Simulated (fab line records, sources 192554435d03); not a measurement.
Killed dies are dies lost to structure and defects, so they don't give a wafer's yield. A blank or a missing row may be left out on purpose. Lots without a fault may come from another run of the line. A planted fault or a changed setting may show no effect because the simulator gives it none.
Which tool did it? | flow n5_finfet | 15 lots, 41 wafers sampled, at 2 steps of a route of 1938

WHAT THE GAUGES READ, wafer by wafer
N5_BEOL_M8_OVL_MEAS_12.
lot  | measured     | on         | M8_OVL (nm)
L199 | day 8 19:20  | overlay-01 | 0.5 0.6
L200 | day 8 22:58  | overlay-01 | -0.2 0.5 0.5
L201 | day 8 23:59  | overlay-01 | -0.2 -0.3
L206 | day 10 16:58 | overlay-02 | 1.1 0.1 0.6
L208 | day 10 20:23 | overlay-02 | -0.1 1.1 -0.6
L207 | day 11 01:16 | overlay-02 | 0.1 -0.1 -0.5
L212 | day 12 03:40 | overlay-02 | 1.1 1.2
L213 | day 12 11:13 | overlay-02 | 1.1 0.8 -0.2
L215 | day 12 11:40 | overlay-02 | -0.5 -0.5 -0.4
L214 | day 12 21:55 | overlay-01 | 0.4 0.7 1.5
L218 | day 13 10:22 | overlay-01 | 1.1 0.6 0.3
L219 | day 13 12:53 | overlay-01 | -0.5 0.6 0.6
L220 | day 13 18:31 | overlay-01 | -0.1 0.3
L221 | day 14 13:32 | overlay-02 | 1.3 0.2 0.1
L222 | day 14 23:22 | overlay-01 | -1.0 -0.3 0.1

N5_BEOL_M8_INSPECT_13: inspects for defects (brightfield).
lot  | measured     | on                | raw_defect_count
L199 | day 8 19:21  | defect_inspect-01 | 292 249
L200 | day 8 22:59  | defect_inspect-02 | 506 395 347
L201 | day 9 00:01  | defect_inspect-01 | 353 416
L206 | day 10 16:59 | defect_inspect-02 | 385 503 483
L208 | day 10 20:25 | defect_inspect-01 | 411 422 298
L207 | day 11 01:18 | defect_inspect-02 | 383 538 514
L212 | day 12 03:41 | defect_inspect-01 | 356 306
L213 | day 12 11:14 | defect_inspect-02 | 464 702 472
L215 | day 12 11:41 | defect_inspect-02 | 499 427 374
L214 | day 12 21:56 | defect_inspect-02 | 767 610 501
L218 | day 13 10:23 | defect_inspect-01 | 410 342 374
L219 | day 13 12:54 | defect_inspect-02 | 519 750 547
L220 | day 13 18:32 | defect_inspect-01 | 383 420
L221 | day 14 13:34 | defect_inspect-01 | 348 349 545
L222 | day 14 23:23 | defect_inspect-01 | 380 417 385

WHICH TOOL RAN EACH LOT (tool, then ch and the chambers of the sampled wafers, then the start)
The record holds no process step before these readings.

WHAT THE TOOLS THEMSELVES READ (means of the sampled wafers that have a number; where no wafer has one, the mark that the record gives instead)
The record holds no such reading with a usual standard deviation.

THE ANSWER, worked out from the rows above alone
Rule: what is usual is taken from the lots themselves. Put in order of their means at a reading, lots are off if they are a third of the lots or fewer, leave a main group of 4 or more, and stand apart from it by a gap of 3 or more times the standard deviation of the main group's means; of several such gaps the widest counts. A main group whose means are all the same, to the digits that the tables above print for the reading, isn't used. A lot without any number at a reading at which 4 lots or more have one is off too. The other lots that the step has rows for count as sound. The gauges are gone through in route order, then the tools' own readings, and for those a lot's mean is taken as printed above. The first step at which some lot is off is used, and at that step the reading that is off furthest; a lot without a number counts as furthest.
No lot is off at any reading shown: from this, nothing can be told.

WHAT THE SIMULATOR HAD PUT IN
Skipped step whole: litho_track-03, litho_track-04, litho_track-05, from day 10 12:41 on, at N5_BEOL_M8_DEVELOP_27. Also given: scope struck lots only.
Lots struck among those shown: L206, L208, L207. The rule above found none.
